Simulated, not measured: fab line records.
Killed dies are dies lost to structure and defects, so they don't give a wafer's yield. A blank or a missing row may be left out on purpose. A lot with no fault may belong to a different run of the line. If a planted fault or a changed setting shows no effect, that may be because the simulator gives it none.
Matching of chambers ; flow n5-finfet ; N5_ILD0_CMP_07 on cmp-03: 4 sister chambers
The step polishes SiO2 flowable, stops on poly-Si, t overpolish 1.18 s, target thk 138.88 nm. 8 wafers are shown with their chamber, then 7 later ones without.

## EACH WAFER AND ITS CHAMBER
wafer;chamber;motor-current-A (A)
L087.3;3;13.8
L088.2;3;14.2
L088.3;1;10.8
L092.2;2;12.6
L092.3;0;11.7
L092.5;2;12.8
L093.1;0;12.3
L093.3;1;11.2

## WAFERS WHOSE CHAMBER IS MISSING
wafer;motor-current-A (A)
L093.6;13.5
L094.2;13.2
L094.3;13.7
L094.5;13.2
L095.3;14.3
L095.4;12.9
L095.5;12.4

## CHAMBER TAKEN BY EACH
wafer;from the rows above;in truth
L093.6;can't be placed: 3 or 2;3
L094.2;can't be placed: 2 or 3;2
L094.3;3;3
L094.5;can't be placed: 2 or 3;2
L095.3;3;3
L095.4;2;2
L095.5;can't be placed: 2 or 0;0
Correct placement for 3 of the 7. Can't be placed from these rows: 4 (the true chamber is among the candidates in 4). Wrongly placed: 0.
How it was worked out, from the rows above alone: a wafer's distance from a chamber is the root of the sum, over the readings, of the square of ((its reading less the chamber's mean) divided by the reading's scatter). The wafer belongs to the nearest chamber; if the next one is less than 2 further off, it can't be placed. For every chamber, the mean is computed from those of its wafers that are shown. The scatter is the square root of a quotient: the sum, over the shown wafers, of each reading's squared deviation from its chamber's mean, divided by wafers minus chambers.
